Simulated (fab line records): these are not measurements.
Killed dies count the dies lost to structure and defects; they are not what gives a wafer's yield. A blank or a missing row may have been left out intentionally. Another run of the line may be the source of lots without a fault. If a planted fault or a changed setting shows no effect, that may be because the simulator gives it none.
What tool caused it? | flow nandHarc | 18 wafers from 6 lots sampled at 4 of the route's 1302 steps

== WHAT THE GAUGES SHOWED, per wafer ==
NHARC_P_GATE_CD_MEAS_11: target cd 1640 nm.
lot  | measured     | on       | cdNm (nm)
L707 | day 4 18:14  | cdSem-02 | 1640.7 1641.4 1641.7
L710 | day 6 02:06  | cdSem-02 | 1638.6 1639.0 1639.3
L714 | day 7 20:26  | cdSem-01 | 1639.3 1641.0 1640.5
L719 | day 9 16:36  | cdSem-02 | 1638.2 1639.5 1637.4
L726 | day 12 19:35 | cdSem-03 | 1641.0 1641.3 1639.0
L728 | day 13 10:28 | cdSem-01 | 1639.4 1639.9 1640.0

== WHAT TOOL EACH LOT RAN ON (gives the tool, then ch and the chambers of the sampled wafers, and finally the start) ==
lot  | NHARC_P_STI_ETCH_42               | NHARC_P_STI_CMP_21            | NHARC_P_GATE_EXPOSE_08
L707 | rieDiel-06 ch 0,1,2, day 3 05:41  | cmp-03 ch 2,3, day 4 01:56    | krfScanner-01 ch 0, day 4 18:05
L710 | rieDiel-13 ch 0,2,3, day 4 13:04  | cmp-01 ch 1,2,3, day 5 07:50  | krfScanner-01 ch 0, day 6 01:56
L714 | rieDiel-09 ch 0,1,2, day 6 03:35  | cmp-03 ch 1,2,3, day 7 02:30  | krfScanner-03 ch 0, day 7 20:17
L719 | rieDiel-06 ch 1,2,3, day 8 04:54  | cmp-01 ch 0,3, day 9 00:17    | krfScanner-03 ch 0, day 9 16:26
L726 | rieDiel-09 ch 0,1,3, day 11 07:58 | cmp-03 ch 0,1, day 12 01:48   | krfScanner-03 ch 0, day 12 19:26
L728 | rieDiel-06 ch 0,1,3, day 11 23:19 | cmp-03 ch 1,2,3, day 12 17:47 | krfScanner-01 ch 0, day 13 10:19
- NHARC_P_STI_ETCH_42: etches the open film in N2/H2, target depth 80 nm, overetch 24 nm, time 61 s.
- NHARC_P_STI_CMP_21: polishes, t overpolish 20 s, target thk 380.67 nm.
- NHARC_P_GATE_EXPOSE_08: exposes mask P HV.

== THE ANSWER, worked out from the rows above alone ==
Rule: the usual values come from the lots themselves. Put in order of their means at a reading, lots are off if they are a third of the lots or fewer, leave a main group of 4 or more, and stand apart from it by a gap of 3 or more times the standard deviation of the main group's means; of several such gaps the widest counts. A main group is skipped when, at the precision printed for the reading in the tables above, its means are all equal. A lot without any number at a reading at which 4 lots or more have one is off too. All remaining lots with rows at the step are treated as sound.
No lot is off at any reading shown: from this, nothing can be told.

== WHAT HAD BEEN PUT IN BY THE SIMULATOR ==
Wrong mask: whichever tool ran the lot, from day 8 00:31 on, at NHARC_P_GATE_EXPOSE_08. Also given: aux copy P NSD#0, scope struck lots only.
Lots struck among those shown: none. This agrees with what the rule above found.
